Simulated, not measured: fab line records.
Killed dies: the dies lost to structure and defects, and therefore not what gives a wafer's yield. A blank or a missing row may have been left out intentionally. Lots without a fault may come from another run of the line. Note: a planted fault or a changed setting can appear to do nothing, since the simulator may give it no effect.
Split-lot experiment | flow n5-finfet | 21 wafers read across 7 lots, on a route 1938 steps long

ABOUT THE SPLIT
At N5_BEOL_M11_TRENCH_ETCH_37 (etches SiCOH lowk in C4F6/O2, target depth 148.83 nm, time 48 s), the setting time-s was moved away from the recipe's 48 s on 5 of the 21 wafers read, by -22.1% to +15.6%. For the rest of the wafers, this setting stayed at what the recipe calls for.

FROM THE SPLIT TO THE READING: what the file shows between them, 2 steps
- N5_BEOL_M11_ETCH_41: etches SiCN in CH3F/O2, target depth 42.6 nm, time 86 s
- N5_BEOL_M11_STRIP_77: strips in N2/H2, time 10 s

THE READING
trench-depth-nm, in nm, at N5_BEOL_M11_OCD_MEAS_38. Typical for fault-free wafers on this fab line: 149.3 nm, with standard deviation 2.1 nm.

wafer  | tool, chamber at the split | time-s as run, s | against the recipe | trench-depth-nm, nm | against lot-mates on the recipe
L079.1 | rie-diel-05, 2             | 48               | recipe             | 147.4               | -
L079.2 | rie-diel-05, 3             | 48               | recipe             | 150.0               | -
L079.6 | rie-diel-05, 1             | 37.4             | -22.1%             | 112.1               | -36.6
L081.3 | rie-diel-05, 3             | 55.35            | +15.3%             | 172.2               | +19.9
L081.5 | rie-diel-05, 3             | 55.35            | +15.3%             | 172.2               | +19.9
L081.6 | rie-diel-05, 0             | 48               | recipe             | 152.3               | -
L082.1 | rie-diel-03, 1             | 48               | recipe             | 148.8               | -
L082.2 | rie-diel-03, 2             | 48               | recipe             | 150.9               | -
L082.3 | rie-diel-03, 3             | 48               | recipe             | 146.2               | -
L086.3 | rie-diel-03, 2             | 48               | recipe             | 149.0               | -
L086.5 | rie-diel-03, 1             | 48               | recipe             | 148.4               | -
L086.6 | rie-diel-03, 0             | 48               | recipe             | 149.0               | -
L088.1 | rie-diel-05, 3             | 48               | recipe             | 149.2               | -
L088.2 | rie-diel-05, 2             | 48               | recipe             | 149.6               | -
L088.4 | rie-diel-05, 1             | 48               | recipe             | 143.7               | -
L093.3 | rie-diel-02, 1             | 48               | recipe             | 150.5               | -
L093.4 | rie-diel-02, 2             | 55.47            | +15.6%             | 172.0               | +23.4
L093.5 | rie-diel-02, 3             | 48               | recipe             | 146.7               | -
L095.1 | rie-diel-05, 0             | 48               | recipe             | 148.5               | -
L095.2 | rie-diel-05, 2             | 40.61            | -15.4%             | 128.1               | -21.3
L095.4 | rie-diel-05, 0             | 48               | recipe             | 150.3               | -

FIT RESULTS
A straight line over all 21 wafers: trench-depth-nm changes by +1.54 nm for each +1% of time-s; r = +0.99; the points scatter about the line by 2.1 nm.
The same after taking each lot's own level away (the mean of its wafers on the recipe; 21 wafers): +1.47 nm for each +1%; r = +0.99; scatter 2 nm.
According to that fit, moving time-s by its largest amount changes the reading by 32 nm.
Across the lots, their own levels run from 147.50 to 152.30 nm, a range of 2.3 times the standard deviation given above.
Consequently the slope shifts little with the lot-to-lot level, the two slopes agreeing.
Check: with one of the wafers moved furthest among these (-22.1%) left out of the fit, the line predicts -30.3 nm for it against its lot-mates. Against them it came out at -36.6 nm.

FURTHER SPLITS ON THESE WAFERS
These wafers also went through other splits before the reading. Each is held against what the fit with the lots' levels taken away leaves over:
other split on the same wafers | wafers away from the commonest value | r with trench-depth-nm (lot level and that fit taken away)
N5_BEOL_M10_PEB_26 peb-time-s  | 8                                    | +0.12

THE WHOLE CHAIN: every reading that the file lists as answering this split, in the file's order
step                       | what it does                                                    | reading                                                                           | change (the file's fit)                | r (the file's)
N5_BEOL_M11_TRENCH_ETCH_37 | etches SiCOH lowk in C4F6/O2, target depth 148.83 nm, time 48 s | BEOL_M11.feature-depth-nm (the simulator's own value, which no gauge read)        | +1.51 nm for each +1% of the setting   | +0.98
N5_BEOL_M11_TRENCH_ETCH_37 | etches SiCOH lowk in C4F6/O2, target depth 148.83 nm, time 48 s | etch.depth-nm (the simulator's own value, which no gauge read)                    | +1.51 nm for each +1% of the setting   | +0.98
N5_BEOL_M11_TRENCH_ETCH_37 | etches SiCOH lowk in C4F6/O2, target depth 148.83 nm, time 48 s | TiN_of_BEOL_M11_HM_DEP_02.thk-nm (the simulator's own value, which no gauge read) | -0.0364 nm for each +1% of the setting | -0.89
N5_BEOL_M11_OCD_MEAS_38    |                                                                 | trench-depth-nm                                                                   | +1.5 nm for each +1% of the setting    | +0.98

FILE'S OWN FIT
trench-depth-nm changes by +1.5 nm for each +1% of time-s, r = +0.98.
